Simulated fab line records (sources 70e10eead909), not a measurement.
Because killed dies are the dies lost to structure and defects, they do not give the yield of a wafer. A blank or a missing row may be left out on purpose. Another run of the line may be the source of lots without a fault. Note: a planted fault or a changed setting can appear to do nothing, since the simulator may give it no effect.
Matching of chambers | flow nand_harc | ald_hk-03 running NHARC_A_STAIRCASE_ALD_420: 4 sister chambers
The step deposits SiO2, target thk 20 nm, pulse time 6 s, ald cycles 200. 8 wafers are shown with their chamber, then 8 later ones without.

## WAFERS WITH THEIR CHAMBER
wafer  | chamber | heater_power_w (W) | precursor_pulse_height_rel
L076.3 | 2       | 419                | 0.977
L076.5 | 2       | 416                | 1.001
L081.2 | 1       | 408                | 0.992
L081.3 | 0       | 539                | 0.977
L085.1 | 1       | 395                | 1.038
L085.3 | 3       | 416                | 0.998
L085.5 | 0       | 496                | 1.019
L094.1 | 3       | 426                | 1.048

## WAFERS MISSING THEIR CHAMBER
wafer  | heater_power_w (W) | precursor_pulse_height_rel
L094.2 | 505                | 1.000
L094.5 | 413                | 0.995
L095.2 | 517                | 0.994
L095.4 | 418                | 1.007
L095.6 | 434                | 1.016
L097.1 | 437                | 0.958
L097.2 | 417                | 1.031
L097.3 | 520                | 0.994

## CHAMBER TAKEN BY EACH
wafer  | from the rows above          | in truth
L094.2 | 0                            | 0
L094.5 | can't be placed: 2 or 1 or 3 | 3
L095.2 | 0                            | 0
L095.4 | can't be placed: 3 or 2 or 1 | 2
L095.6 | can't be placed: 3 or 2 or 1 | 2
L097.1 | can't be placed: 2 or 3 or 1 | 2
L097.2 | can't be placed: 3 or 1 or 2 | 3
L097.3 | 0                            | 0
Placed correctly: 3 of 8. From these rows, 5 cannot be placed; in 5 the true chamber is one of the candidates. Placed wrongly: 0.
How it was worked out, from the rows above alone: a wafer's distance from a chamber is the root of the sum, over the readings, of the square of ((its reading less the chamber's mean) divided by the reading's scatter). If the next closest chamber is less than 2 further off than the closest, the wafer can't be placed; otherwise it belongs to the closest. Each chamber's mean is taken over the wafers shown for it. The scatter: the root of (the sum of the squares of (reading less its chamber's mean) over the shown wafers, divided by (wafers less chambers)).
